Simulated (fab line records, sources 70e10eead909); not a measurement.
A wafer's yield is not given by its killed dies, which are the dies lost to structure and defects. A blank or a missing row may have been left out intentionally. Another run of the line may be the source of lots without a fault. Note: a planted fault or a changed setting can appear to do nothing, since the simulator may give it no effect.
Struck lot and sound lot, side by side || flow nand-harc || 18 out of 1302 route steps
Sound: wafers L395.3, L395.4, L395.5. Struck: wafers L400.1, L400.4, L400.6. The cause is given at the end.
At each step with rows: each side's tool, then ch and its chambers, then its first start. Under that, the readings that differ: sound wafers || struck wafers || difference of the means || sigmas: that difference in standard deviations of wafers without a fault.
alike: a reading whose means differ by less than 2 such deviations, as well as words and numbers matching on both sides. not compared: withheld readings; readings where some wafer has no value; bounds like >300 that might hide an equal value; numbers whose values overlap and for which the record gives no deviation.
The two part at a step that has a row with sigmas, a row that says differs or no value, or rows on one side only. Non-overlapping numbers with no deviation appear without sigmas and do not part them. A reading missing from all wafers of one side parts the sides only when that side holds two or more wafers.

first, 2 steps without rows for these wafers: NHARC_P_STI_SRD_39; NHARC_P_STI_OXIDE_40 (material SiO2, target thk 10 nm, ox time 1362 s).
NHARC_P_STI_INSPECT_25:
  sound: defect-inspect-02 at day 7 13:12; struck: defect-inspect-02 at day 10 00:01
  alike: raw-defect-count
then, 9 steps without rows for these wafers: NHARC_P_GATE_ETCH_69 (etches SiO2 in dHF, target depth 14 nm); NHARC_P_GATE_PRECLEAN_70 (cleans in SC1); NHARC_P_GATE_SRD_01; NHARC_P_GATE_OXIDE_02 (material SiO2, target thk 37.5 nm, ox time 365 s); NHARC_P_GATE_DEHYDRATE_03 (time 120 s); NHARC_P_GATE_HMDS_04 (time 30 s); NHARC_P_GATE_COAT_05; NHARC_P_GATE_SOFTBAKE_06 (time 95 s); NHARC_P_GATE_EBR_07.
NHARC_P_GATE_EXPOSE_08: exposes mask P HV.
  sound on krf-scanner-04 ch 0, day 7 21:29; struck on krf-scanner-04 ch 0, day 10 08:13
{"reading": "mask", "sound": "P_HV#0 P_HV#0 P_HV#0", "struck": "P_PSD#0 P_PSD#0 P_PSD#0", "difference": "differs", "sigmas": ""}
then, 2 steps without rows for these wafers: NHARC_P_GATE_PEB_09 (peb time 85 s); NHARC_P_GATE_DEVELOP_10 (time 70 s).
NHARC_P_GATE_CD_MEAS_11 targets a cd of 1640 nm.
  sound on cd-sem-03 ch 0, day 7 21:38; struck on cd-sem-01 ch 0, day 10 08:22
{"reading": "cd-nm (nm)", "sound": "1636.1 1640.1 1637.4", "struck": "- - -", "difference": "no value on the struck wafers", "sigmas": ""}
then, 1 step without rows for these wafers: NHARC_P_GATE_HARDBAKE_12 (time 80 s).
-- the record jumps here: 20 days lie between the struck wafers' starts before and after (it left off in module P_GATE and takes up again in module END, whose first step shown is number 1302 of the route) --
NHARC_END_SORT_01:
  at this point the record logs the struck wafers (prober-02 ch 0, day 30 10:26) and has no rows for the sound ones

== WHERE THEY PART ==
At NHARC_P_GATE_EXPOSE_08 first; at NHARC_END_SORT_01 last (within this record only).

WHY: the cause the simulator had injected
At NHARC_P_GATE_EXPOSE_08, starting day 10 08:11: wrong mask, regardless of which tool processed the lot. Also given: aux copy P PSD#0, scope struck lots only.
